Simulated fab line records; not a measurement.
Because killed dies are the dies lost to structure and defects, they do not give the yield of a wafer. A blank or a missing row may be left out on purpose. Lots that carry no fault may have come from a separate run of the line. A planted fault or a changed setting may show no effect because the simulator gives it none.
Chamber matching ; flow nand-harc ; rie-diel-04 running NHARC_A_STAIRCASE_DESCUM_186: 4 sister chambers
The step chemistry O2, time 3 s. 4 wafers are shown with their chamber, then 12 later ones without.

WAFERS WITH THEIR CHAMBER
wafer;chamber;showerhead-plenum-p-Torr (Torr)
L082.6;2;1.78
L088.4;3;1.81
L088.5;1;1.88
L088.6;0;2.02

WAFERS WITH NO CHAMBER GIVEN
wafer;showerhead-plenum-p-Torr (Torr)
L093.1;2.08
L093.3;1.87
L093.6;2.02
L094.2;1.87
L094.4;2.07
L094.6;2.02
L096.1;1.87
L096.2;2.01
L096.3;1.80
L097.2;1.87
L097.4;2.07
L097.6;2.07

CHAMBER TAKEN BY EACH
wafer;from the rows above;in truth
L093.1;0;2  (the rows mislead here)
L093.3;can't be placed: 1 or 3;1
L093.6;0;0
L094.2;can't be placed: 1 or 3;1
L094.4;0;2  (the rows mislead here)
L094.6;0;0
L096.1;can't be placed: 1 or 3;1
L096.2;0;0
L096.3;can't be placed: 3 or 2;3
L097.2;can't be placed: 1 or 3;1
L097.4;0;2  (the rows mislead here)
L097.6;0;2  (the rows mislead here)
Correctly placed: 3 of 12. From these rows, 5 cannot be placed; in 5 the true chamber is one of the candidates. Number placed wrongly: 4.
How it was worked out, from the rows above alone: a wafer's distance from a chamber is the root of the sum, over the readings, of the square of ((its reading less the chamber's mean) divided by the reading's scatter). The wafer belongs to the nearest chamber; if the next one is less than 2 further off, it can't be placed. A chamber's mean is the mean of its shown wafers. The scatter: with one shown wafer a chamber, the root of the mean of the squares of how far each hidden wafer lies from its nearest shown one.
